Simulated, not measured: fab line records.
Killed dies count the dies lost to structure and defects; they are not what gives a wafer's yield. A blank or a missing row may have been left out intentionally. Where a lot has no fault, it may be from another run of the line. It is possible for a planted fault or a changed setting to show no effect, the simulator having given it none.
A lot that was struck, set against a sound lot ; flow n5-finfet ; 25 steps out of a route of 1938
Sound: wafers L181.1, L181.5. Wafers struck: L179.3, L179.5, L179.6. The cause is named last.
Each step with rows lists, per side, the tool, then ch with its chambers, then its first start. Under that, the readings that differ: sound wafers ; struck wafers ; difference of the means ; sigmas: that difference in standard deviations of wafers without a fault.
alike: readings with means less than 2 such deviations apart, plus words and numbers identical on both sides. not compared: withheld readings, readings lacking a value on some wafer, bounds such as >300 that could conceal the same value, and numbers that have no deviation in the record and whose values overlap.
A row with sigmas, a row that says differs or no value, or rows on one side alone: a step with any of these is where the two part. Numbers that don't overlap but have no deviation are shown without sigmas and don't part them. Lack of a reading on every wafer of one side parts them only where that side has two or more wafers.

first, 11 steps without rows for these wafers: N5_BEOL_M0_SAQP_MANDREL_ETCH_103 (etches a-Si in HBr/Cl2, stops on SiCN, target depth 45 nm, bt time 10 s, time 27 s); N5_BEOL_M0_SAQP_RECESS_104 (chemistry HF/NH3, target SiO2, target depth 18 nm, afs cycles 3, sublimation time 60 s); N5_BEOL_M0_SAQP_COAT_105 (time 60 s, resist thk 100 nm); N5_BEOL_M0_SAQP_ETCH_106 (etches SOC in N2/H2, stops on SiNx, target depth 150 nm); N5_BEOL_M0_SAQP_ETCH_107 (etches SiNx in CH3F/O2, target depth 30 nm); N5_BEOL_M0_SAQP_STRIP_108 (strips in N2/H2); N5_BEOL_M0_SAQP_RECESS_109 (chemistry HF/NH3, target SiO2, target depth 3 nm, afs cycles 1, sublimation time 60 s); N5_BEOL_M0_SAQP_SPACER2_ALD_26 (deposits SiO2, target thk 15 nm, pulse time 1 s, purge time 2 s); N5_BEOL_M0_SAQP_SPACER2_ETCHBACK_27 (etches SiO2 in CHF3/O2, target depth 22.5 nm, time 11.25 s); N5_BEOL_M0_SAQP_MANDREL2_REMOVE_110 (chemistry HBr/Cl2/O2, target a-Si, stops on SiCN, bt time 10 s); N5_BEOL_M0_SAQP_COAT_69 (time 60 s, resist thk 90 nm).
N5_BEOL_M0_SAQP_COAT_72: time 60 s, resist thk 15 nm.
  sound on litho-track-02 ch 0, day 9 12:43; struck on litho-track-05 ch 0, day 9 03:26
reading;sound;struck;difference;sigmas
spin-speed-rpm (rpm);1498.6 1498.5;1441.5 1440.5 1441.8;-57.3;-57
model.SiARC_of_BEOL_M0_SAQP_COAT_72.thk-nm (nm);15.2 15;15.4 15.4 15.4;+0.3;
  alike: heater-power-total-W
then, 9 steps without rows for these wafers: N5_BEOL_M0_SAQP_COAT_87 (time 60 s, resist thk 5 nm); N5_BEOL_M0_SAQP_COAT_34 (resist thk 30 nm); N5_BEOL_M0_SAQP_EBR_36; N5_BEOL_M0_SAQP_SOFTBAKE_35 (time 60 s); N5_BEOL_M0_SAQP_EXPOSE_37 (exposes mask M0 CUT1, target cd 30 nm); N5_BEOL_M0_SAQP_PEB_38 (peb time 60 s); N5_BEOL_M0_SAQP_DEVELOP_39 (develop time 30 s); N5_BEOL_M0_SAQP_DESCUM_45 (chemistry O2, time 7 s); N5_BEOL_M0_SAQP_ETCH_88 (etches underlayer in N2/H2, target depth 6.5 nm, time 5.2 s).
N5_BEOL_M0_SAQP_ETCH_73: etches SiARC in CF4, target depth 19.5 nm, time 32.5 s.
  sound on rie-diel-01 ch 2,3, day 9 13:16; struck on rie-diel-03 ch 2,3, day 9 03:53
reading;sound;struck;difference;sigmas
model.etch.depth-nm (nm);15.13 15.08;15.31 15.33 15.32;+0.21;
  alike: drypump-motor-current-A, etch-rf-on-time-s, oes-product-au, rf-vpp-V, showerhead-plenum-p-Torr, throttle-valve-pct
  not compared: rf-hours-counter-h
then, 1 step without rows for these wafers: N5_BEOL_M0_SAQP_CUT_ETCH_46 (etches SOC in N2/H2, target depth 135 nm, overetch 27 nm, time 202.5 s).
-- a jump in the record: the struck wafers' starts before and after are 3 days apart (it breaks off in module BEOL_M0_SAQP and resumes in module BEOL_M4, where the first step shown is number 1111 of the route) --
N5_BEOL_M4_RC_MEAS_101:
  sound on prober-01 ch 0, day 13 03:11; struck on prober-02 ch 0, day 12 02:12
  alike: DIBL_N, DIBL_P, IOFF_N, IOFF_P, ION_N, ION_P, SS_N, SS_P, VT_N, VT_P
N5_PASSIVATION_PROBE_49:
  the record holds rows for the sound wafers here (prober-01, day 18 04:01) but none for the struck ones

## WHERE THEY PART
Last at N5_PASSIVATION_PROBE_49 as far as this record goes, first at N5_BEOL_M0_SAQP_COAT_72.

WHY: whatever the simulator had introduced
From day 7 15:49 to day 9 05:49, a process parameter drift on litho-track-05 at N5_BEOL_M0_SAQP_COAT_72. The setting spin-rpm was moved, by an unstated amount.
